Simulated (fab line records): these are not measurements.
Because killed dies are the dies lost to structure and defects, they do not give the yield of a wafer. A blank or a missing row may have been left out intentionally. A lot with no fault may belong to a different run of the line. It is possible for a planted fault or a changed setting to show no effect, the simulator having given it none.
Matching of chambers / flow n5Finfet / uvCure-03 running N5_BEOL_M7_CURE_75: 3 sister chambers
The step cures SiCOH lowk, time 120 s. 20 wafers are shown with their chamber, then 10 later ones without.

WAFERS PAIRED WITH THEIR CHAMBERS
wafer=L074.2; chamber=2; wafer_temp_C_max=371.5; lampPowerPct (%)=52.27
wafer=L074.3; chamber=2; wafer_temp_C_max=371.2; lampPowerPct (%)=52.35
wafer=L074.5; chamber=2; wafer_temp_C_max=371.1; lampPowerPct (%)=52.26
wafer=L076.1; chamber=0; wafer_temp_C_max=372.1; lampPowerPct (%)=52.41
wafer=L076.3; chamber=0; wafer_temp_C_max=372.1; lampPowerPct (%)=52.37
wafer=L076.5; chamber=0; wafer_temp_C_max=371.5; lampPowerPct (%)=52.29
wafer=L082.1; chamber=2; wafer_temp_C_max=371.2; lampPowerPct (%)=52.30
wafer=L082.2; chamber=2; wafer_temp_C_max=370.7; lampPowerPct (%)=52.29
wafer=L082.5; chamber=2; wafer_temp_C_max=371.2; lampPowerPct (%)=52.28
wafer=L083.2; chamber=1; wafer_temp_C_max=370.7; lampPowerPct (%)=52.23
wafer=L083.5; chamber=1; wafer_temp_C_max=371.0; lampPowerPct (%)=52.28
wafer=L083.6; chamber=1; wafer_temp_C_max=371.2; lampPowerPct (%)=52.35
wafer=L084.1; chamber=2; wafer_temp_C_max=371.2; lampPowerPct (%)=52.38
wafer=L084.5; chamber=2; wafer_temp_C_max=371.2; lampPowerPct (%)=52.38
wafer=L084.6; chamber=2; wafer_temp_C_max=371.8; lampPowerPct (%)=52.31
wafer=L085.2; chamber=2; wafer_temp_C_max=371.2; lampPowerPct (%)=52.31
wafer=L085.3; chamber=2; wafer_temp_C_max=370.9; lampPowerPct (%)=52.30
wafer=L085.5; chamber=2; wafer_temp_C_max=371.2; lampPowerPct (%)=52.30
wafer=L090.1; chamber=2; wafer_temp_C_max=371.7; lampPowerPct (%)=52.34
wafer=L090.3; chamber=2; wafer_temp_C_max=370.8; lampPowerPct (%)=52.27

SIGNATURES (means of the wafers above)
reading=wafer_temp_C_max; chamber 0=371.900; chamber 1=370.967; chamber 2=371.207; scatter within a chamber=0.304
reading=lampPowerPct; chamber 0=52.3567; chamber 1=52.2867; chamber 2=52.3100; scatter within a chamber=0.0449
Rule: for a wafer and a chamber, the distance is found by dividing, reading by reading, the gap between the wafer's reading and the chamber's mean by the reading's scatter, squaring, summing and taking the root. If the next closest chamber is less than 2 further off than the closest, the wafer can't be placed; otherwise it belongs to the closest. How the scatter is found: for the shown wafers, subtract from each reading the mean of its chamber, square and add these, divide the total by (wafers less chambers), then take the root.

WAFERS WHOSE CHAMBER IS MISSING
wafer=L090.4; wafer_temp_C_max=371.3; lampPowerPct (%)=52.26
wafer=L095.2; wafer_temp_C_max=371.7; lampPowerPct (%)=52.29
wafer=L095.3; wafer_temp_C_max=371.8; lampPowerPct (%)=52.27
wafer=L095.4; wafer_temp_C_max=371.7; lampPowerPct (%)=52.34
wafer=L094.2; wafer_temp_C_max=371.4; lampPowerPct (%)=52.21
wafer=L094.4; wafer_temp_C_max=371.3; lampPowerPct (%)=52.29
wafer=L094.5; wafer_temp_C_max=371.2; lampPowerPct (%)=52.28
wafer=L097.1; wafer_temp_C_max=372.4; lampPowerPct (%)=52.30
wafer=L097.5; wafer_temp_C_max=371.6; lampPowerPct (%)=52.38
wafer=L097.6; wafer_temp_C_max=371.7; lampPowerPct (%)=52.26

EACH ONE'S CHAMBER
wafer=L090.4; from the rows above=can't be placed: 2 or 1 or 0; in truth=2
wafer=L095.2; from the rows above=can't be placed: 0 or 2 or 1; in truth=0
wafer=L095.3; from the rows above=can't be placed: 0 or 2 or 1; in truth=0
wafer=L095.4; from the rows above=can't be placed: 0 or 2 or 1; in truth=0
wafer=L094.2; from the rows above=can't be placed: 1 or 2 or 0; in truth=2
wafer=L094.4; from the rows above=can't be placed: 2 or 1 or 0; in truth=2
wafer=L094.5; from the rows above=can't be placed: 2 or 1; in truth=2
wafer=L097.1; from the rows above=can't be placed: 0 or 2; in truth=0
wafer=L097.5; from the rows above=can't be placed: 0 or 2 or 1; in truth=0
wafer=L097.6; from the rows above=can't be placed: 2 or 0 or 1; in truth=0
Correctly placed: 0 of 10. Not placeable from these rows: 10 (in 10, the candidates include the true chamber). Number placed wrongly: 0.
